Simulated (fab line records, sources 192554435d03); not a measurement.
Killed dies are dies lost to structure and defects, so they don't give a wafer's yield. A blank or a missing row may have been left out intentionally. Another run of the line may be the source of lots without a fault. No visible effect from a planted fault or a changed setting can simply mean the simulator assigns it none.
Chamber matching -- flow n5 finfet -- N5_BEOL_M7_ETCH_62 on rie diel-06: 4 sister chambers
The step etches SOC in N2/H2, target depth 110 nm, overetch 22 nm, time 165 s. 20 wafers are shown with their chamber, then 10 later ones without.

## EACH WAFER AND ITS CHAMBER
wafer,chamber,showerhead plenum p Torr (Torr),drypump motor current A (A),throttle valve pct (%)
L075.3,1,2.55,5.4,17.63
L075.5,2,2.36,5.9,17.92
L075.6,3,2.51,5.8,17.94
L077.1,0,2.49,5.5,17.51
L077.4,3,2.51,5.8,17.95
L077.5,3,2.51,5.8,17.95
L079.1,3,2.51,5.8,17.96
L079.4,2,2.36,5.9,17.93
L079.6,3,2.51,5.8,17.95
L083.2,1,2.55,5.4,17.64
L083.5,1,2.55,5.4,17.65
L083.6,2,2.36,5.9,17.93
L081.2,3,2.51,5.8,17.98
L081.3,0,2.48,5.5,17.52
L081.4,1,2.55,5.3,17.65
L080.1,3,2.51,5.8,17.98
L080.3,0,2.48,5.5,17.52
L080.6,1,2.55,5.4,17.66
L089.1,0,2.48,5.5,17.54
L089.2,2,2.35,5.9,17.97

SIGNATURES, as means of the wafers listed above
reading,chamber 0,chamber 1,chamber 2,chamber 3,scatter within a chamber
showerhead plenum p Torr,2.4825,2.5500,2.3575,2.5100,0.00306
drypump motor current A,5.500,5.380,5.900,5.800,0.0224
throttle valve pct,17.5225,17.6460,17.9375,17.9586,0.0157
Rule: a wafer lies at a distance from a chamber equal to the root of the sum of squares, over the readings, of (its reading less the chamber's mean, divided by the reading's scatter). The wafer belongs to the nearest chamber; if the next one is less than 2 further off, it can't be placed. The scatter: the root of (the sum of the squares of (reading less its chamber's mean) over the shown wafers, divided by (wafers less chambers)).

## WAFERS WITH NO CHAMBER GIVEN
wafer,showerhead plenum p Torr (Torr),drypump motor current A (A),throttle valve pct (%)
L089.6,2.35,5.9,17.97
L086.2,2.48,5.5,17.54
L086.4,2.54,5.4,17.68
L086.6,2.50,5.8,17.98
L095.2,2.54,5.4,17.71
L095.4,2.54,5.4,17.72
L095.5,2.35,5.9,17.98
L097.1,2.35,5.9,17.99
L097.4,2.54,5.4,17.72
L097.6,2.47,5.6,17.57

## THE CHAMBER EACH PASSED THROUGH
wafer,from the rows above,in truth
L089.6,2,2
L086.2,0,0
L086.4,1,1
L086.6,3,3
L095.2,1,1
L095.4,1,1
L095.5,2,2
L097.1,2,2
L097.4,1,1
L097.6,0,0
Correct placement for 10 of the 10. Number that these rows cannot place: 0. Wrongly placed: 0.
